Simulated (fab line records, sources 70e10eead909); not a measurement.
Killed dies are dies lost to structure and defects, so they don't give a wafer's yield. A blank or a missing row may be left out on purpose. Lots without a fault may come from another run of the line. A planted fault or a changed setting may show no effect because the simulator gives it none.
Chamber matching | flow nand_harc | NHARC_P_M1_DESCUM_14 on rie_diel-05: 4 sister chambers
The step chemistry O2, time 3 s. 14 wafers are shown with their chamber, then 7 later ones without.

WAFERS WITH THEIR CHAMBER
wafer  | chamber | showerhead_plenum_p_Torr (Torr) | drypump_motor_current_A (A) | chamber_pressure_mTorr (mTorr)
L075.1 | 2       | 2.05                            | 5.1                         | 59.98
L075.2 | 3       | 2.02                            | 5.1                         | 59.99
L075.4 | 1       | 1.84                            | 5.3                         | 59.95
L077.1 | 0       | 1.97                            | 5.5                         | 60.08
L077.3 | 2       | 2.05                            | 5.1                         | 60.08
L077.6 | 2       | 2.05                            | 5.1                         | 60.06
L078.3 | 3       | 2.02                            | 5.1                         | 60.07
L078.4 | 2       | 2.05                            | 5.1                         | 59.98
L078.5 | 3       | 2.02                            | 5.1                         | 59.98
L084.1 | 0       | 1.96                            | 5.5                         | 60.03
L084.4 | 1       | 1.84                            | 5.3                         | 59.96
L084.6 | 0       | 1.96                            | 5.5                         | 60.08
L095.1 | 3       | 2.02                            | 5.2                         | 59.95
L095.2 | 1       | 1.84                            | 5.3                         | 59.96

SIGNATURES (means of the wafers above)
reading                  | chamber 0 | chamber 1 | chamber 2 | chamber 3 | scatter within a chamber
showerhead_plenum_p_Torr | 1.9633    | 1.8400    | 2.0500    | 2.0200    | 0.00258
drypump_motor_current_A  | 5.500     | 5.300     | 5.100     | 5.125     | 0.0274
chamber_pressure_mTorr   | 60.0633   | 59.9567   | 60.0250   | 59.9975   | 0.0423
Rule: a wafer's distance from a chamber is the root of the sum, over the readings, of the square of ((its reading less the chamber's mean) divided by the reading's scatter). The wafer belongs to the nearest chamber; if the next one is less than 2 further off, it can't be placed. The scatter: the root of (the sum of the squares of (reading less its chamber's mean) over the shown wafers, divided by (wafers less chambers)).

WAFERS WITHOUT THEIR CHAMBER
wafer  | showerhead_plenum_p_Torr (Torr) | drypump_motor_current_A (A) | chamber_pressure_mTorr (mTorr)
L095.4 | 2.04                            | 5.1                         | 60.05
L094.3 | 2.02                            | 5.2                         | 60.00
L094.4 | 1.96                            | 5.5                         | 60.06
L094.5 | 1.96                            | 5.4                         | 60.02
L097.1 | 2.04                            | 5.1                         | 60.08
L097.5 | 2.04                            | 5.1                         | 60.03
L097.6 | 2.02                            | 5.1                         | 60.00

WHICH CHAMBER EACH WENT THROUGH
wafer  | from the rows above | in truth
L095.4 | 2                   | 2
L094.3 | 3                   | 3
L094.4 | 0                   | 0
L094.5 | 0                   | 0
L097.1 | 2                   | 2
L097.5 | 2                   | 2
L097.6 | 3                   | 3
Placed correctly: 7 of 7. Can't be placed from these rows: 0. Placed wrongly: 0.
